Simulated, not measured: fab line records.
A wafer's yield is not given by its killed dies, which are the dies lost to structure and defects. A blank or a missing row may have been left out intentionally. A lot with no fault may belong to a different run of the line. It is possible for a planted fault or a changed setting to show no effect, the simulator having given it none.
Matching of chambers ; flow n5 finfet ; N5_HKMG_FIN_ETCH_32 on rie diel-02: 4 sister chambers
The step etches SOC in N2/H2, target depth 240 nm, time 300 s. 16 wafers are shown with their chamber, then 8 later ones without.

WAFERS WITH THEIR CHAMBER
wafer;chamber;drypump motor current A (A);showerhead plenum p Torr (Torr);rf vpp V (V)
L074.3;0;6.2;2.44;520
L074.5;0;6.2;2.44;522
L074.6;1;5.9;2.63;525
L076.1;1;5.9;2.63;525
L076.4;2;5.6;2.54;523
L076.6;1;5.9;2.63;526
L077.2;1;5.9;2.63;526
L077.3;0;6.2;2.44;519
L077.4;3;6.6;2.54;524
L081.2;3;6.6;2.53;522
L081.4;0;6.2;2.43;521
L081.6;2;5.6;2.53;523
L088.1;3;6.6;2.53;524
L088.2;0;6.1;2.43;520
L088.3;1;5.9;2.62;527
L092.2;3;6.5;2.52;523

SIGNATURES, as means of the wafers listed above
reading;chamber 0;chamber 1;chamber 2;chamber 3;scatter within a chamber
drypump motor current A;6.180;5.900;5.600;6.575;0.0359
showerhead plenum p Torr;2.4360;2.6280;2.5350;2.5300;0.00612
rf vpp V;520.40;525.80;523.00;523.25;0.946
Rule: a wafer's distance from a chamber is the root of the sum, over the readings, of the square of ((its reading less the chamber's mean) divided by the reading's scatter). The wafer belongs to the nearest chamber; if the next one is less than 2 further off, it can't be placed. How the scatter is found: for the shown wafers, subtract from each reading the mean of its chamber, square and add these, divide the total by (wafers less chambers), then take the root.

WAFERS WITH NO CHAMBER GIVEN
wafer;drypump motor current A (A);showerhead plenum p Torr (Torr);rf vpp V (V)
L092.4;5.9;2.62;525
L092.6;5.6;2.52;522
L094.1;5.6;2.52;522
L094.2;6.2;2.42;520
L094.3;5.9;2.62;525
L096.2;6.1;2.42;519
L096.3;5.9;2.61;526
L096.5;5.9;2.61;525

WHICH CHAMBER EACH WENT THROUGH
wafer;from the rows above;in truth
L092.4;1;1
L092.6;2;2
L094.1;2;2
L094.2;0;0
L094.3;1;1
L096.2;0;0
L096.3;1;1
L096.5;1;1
Correctly placed: 8 of 8. Not placeable from these rows: 0. Placed wrongly: 0.
